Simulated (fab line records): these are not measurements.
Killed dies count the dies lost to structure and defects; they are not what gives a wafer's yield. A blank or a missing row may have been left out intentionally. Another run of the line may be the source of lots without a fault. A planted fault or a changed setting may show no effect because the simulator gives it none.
Comparing a struck lot with a sound one    flow n5_finfet    23 steps out of a route of 1938
Sound: these wafers, L618.2, L618.4, L618.6. Struck: wafer L632.2; the same lot's L632.6 was not struck, so it is left out; see the end for the cause.
Order at every step that has rows: each side's tool, ch and its chambers, its first start. Under that, the readings that differ: sound wafers    struck wafers    difference of the means    sigmas: that difference in standard deviations of wafers without a fault.
alike: a reading whose means differ by less than 2 such deviations, as well as words and numbers matching on both sides. not compared: withheld readings; readings where some wafer has no value; bounds like >300 that might hide an equal value; numbers whose values overlap and for which the record gives no deviation.
Wherever a step has rows on one side only, a row that says differs or no value, or a row with sigmas, the two part there. Non-overlapping numbers with no deviation appear without sigmas and do not part them. Lack of a reading on every wafer of one side parts them only where that side has two or more wafers.

first, 1 step without rows for these wafers: N5_ZERO_LAYER_HARDBAKE_23 (time 120 s).
N5_ZERO_LAYER_CD_MEAS_11: target cd 2000 nm.
  sound on cd_sem-01 ch 0, day 1 12:46; struck on cd_sem-02 ch 0, day 5 00:40
  alike: cd_nm
N5_ZERO_LAYER_DESCUM_16: chemistry O2, time 7.9 s.
  sound on rie_diel-01 ch 0,3, day 1 12:50; struck on rie_diel-01 ch 3, day 5 00:42
reading              sound              struck  difference  sigmas
o2_flow_sccm (sccm)  225.6 223.8 223.7  225.7   +1.3        +2
  alike: drypump_motor_current_A, oes_product_au, rf_fwd_power_W, rf_vpp_V, showerhead_plenum_p_Torr, throttle_valve_pct
  not compared: rf_hours_counter_h
N5_ZERO_LAYER_ETCH_17: etches SiO2 in CF4, target depth 12 nm, time 13.3 s.
  sound on rie_diel-01 ch 0,3, day 1 12:53; struck on rie_diel-01 ch 3, day 5 00:44
  alike: drypump_motor_current_A, oes_product_au, rf_fwd_power_W, rf_vpp_V, showerhead_plenum_p_Torr, throttle_valve_pct
  not compared: rf_hours_counter_h
N5_ZERO_LAYER_ETCH_18: etches Si in HBr/Cl2, target depth 120 nm, time 40 s.
  sound on rie_si-05 ch 0,3, day 1 12:57; struck on rie_si-04 ch 1, day 5 00:48
  alike: drypump_motor_current_A, oes_product_au, rf_fwd_power_W, throttle_valve_pct
  not compared: rf_hours_counter_h
N5_ZERO_LAYER_STRIP_24: strips in O2.
  sound on plasma_asher-01 ch 0,1, day 1 13:03; struck on plasma_asher-01 ch 1, day 5 00:55
  alike: drypump_motor_current_A, heater_power_w, o2_flow_sccm, oes_product_au, strip_time_to_endpoint_s
  not compared: rf_hours_counter_h
then, 1 step without rows for these wafers: N5_ZERO_LAYER_STRIP_19 (strips in SPM, time 900 s).
N5_ZERO_LAYER_INSPECT_20: inspects for defects (darkfield).
  sound on defect_inspect-02 at day 1 13:25; struck on defect_inspect-02 at day 5 01:17
  alike: raw_defect_count
then, 4 steps without rows for these wafers: N5_WELL_APT_HMDS_01 (time 60 s); N5_WELL_APT_COAT_02 (resist thk 950 nm); N5_WELL_APT_EBR_04; N5_WELL_APT_SOFTBAKE_03 (time 60 s).
N5_WELL_APT_EXPOSE_05: exposes mask NWELL, defocus 0 nm, target cd 200 nm.
  sound on krf_scanner-02 ch 0, day 1 13:41; struck on krf_scanner-01 ch 0, day 5 01:33
  alike: mask, focus_offset_nm
then, 3 steps without rows for these wafers: N5_WELL_APT_PEB_06 (peb time 90 s); N5_WELL_APT_DEVELOP_07 (develop time 45 s); N5_WELL_APT_HARDBAKE_12 (time 120 s).
N5_WELL_APT_CD_MEAS_08: target cd 200 nm.
  sound on cd_sem-03 ch 0, day 1 13:50; struck on cd_sem-03 ch 0, day 5 01:43
  alike: cd_nm
N5_WELL_APT_OVL_MEAS_09:
  sound on overlay-02 ch 0, day 1 13:52; struck on overlay-02 ch 0, day 5 01:45
reading         sound  struck  difference  sigmas
NWELL_OVL (nm)  8 7 2  -9      -15         -3
N5_WELL_APT_INSPECT_10: inspects for defects (macro).
  sound on defect_inspect-02 at day 1 13:54; struck on defect_inspect-01 at day 5 01:46
  alike: raw_defect_count
N5_WELL_APT_DESCUM_13: chemistry O2, time 7.9 s.
  sound on rie_diel-05 ch 0,1, day 1 13:56; struck on rie_diel-04 ch 1, day 5 01:49
reading                    sound              struck  difference  sigmas
model.WELL_APT.cd_nm (nm)  199.5 198.8 200.1  195.8   -3.7        
  alike: drypump_motor_current_A, o2_flow_sccm, oes_product_au, rf_fwd_power_W, rf_vpp_V, showerhead_plenum_p_Torr, throttle_valve_pct
  not compared: rf_hours_counter_h
then, 1 step without rows for these wafers: N5_WELL_APT_IMPLANT_14.
-- here the record skips 6 days between the struck wafers' starts before and after, leaving off in module WELL_APT and picking up in module BEOL_M4 (first step shown: number 1111 of the route) --
N5_BEOL_M4_RC_MEAS_101:
  sound on prober-01 ch 0, day 7 17:30; struck on prober-02 ch 0, day 11 04:53
reading         sound           struck  difference  sigmas
DIBL_N (mV/V)   38.6 41.2 40.9  34.9    -5.3        -3
DIBL_P (mV/V)   40.2 42.7 42.3  34.2    -7.5        -3
IOFF_N (nA/um)  0.22 0.25 0.26  0.15    -0.09       -2
IOFF_P (nA/um)  0.29 0.34 0.35  0.21    -0.12       -3
ION_N (uA/um)   707 681 690     657     -36         -2
  alike: ION_P, SS_N, SS_P, VT_N, VT_P
-- the record jumps here: 5 days lie between the struck wafers' starts before and after (it left off in module BEOL_M4 and takes up again in module PASSIVATION, whose first step shown is number 1936 of the route) --
N5_PASSIVATION_PROBE_49:
  record: rows for the struck wafers here (prober-02, day 15 19:24), none for the sound ones

WHERE THEY PART
Last at N5_PASSIVATION_PROBE_49 as far as this record goes, first at N5_ZERO_LAYER_DESCUM_16.

WHY: what had been put in by the simulator
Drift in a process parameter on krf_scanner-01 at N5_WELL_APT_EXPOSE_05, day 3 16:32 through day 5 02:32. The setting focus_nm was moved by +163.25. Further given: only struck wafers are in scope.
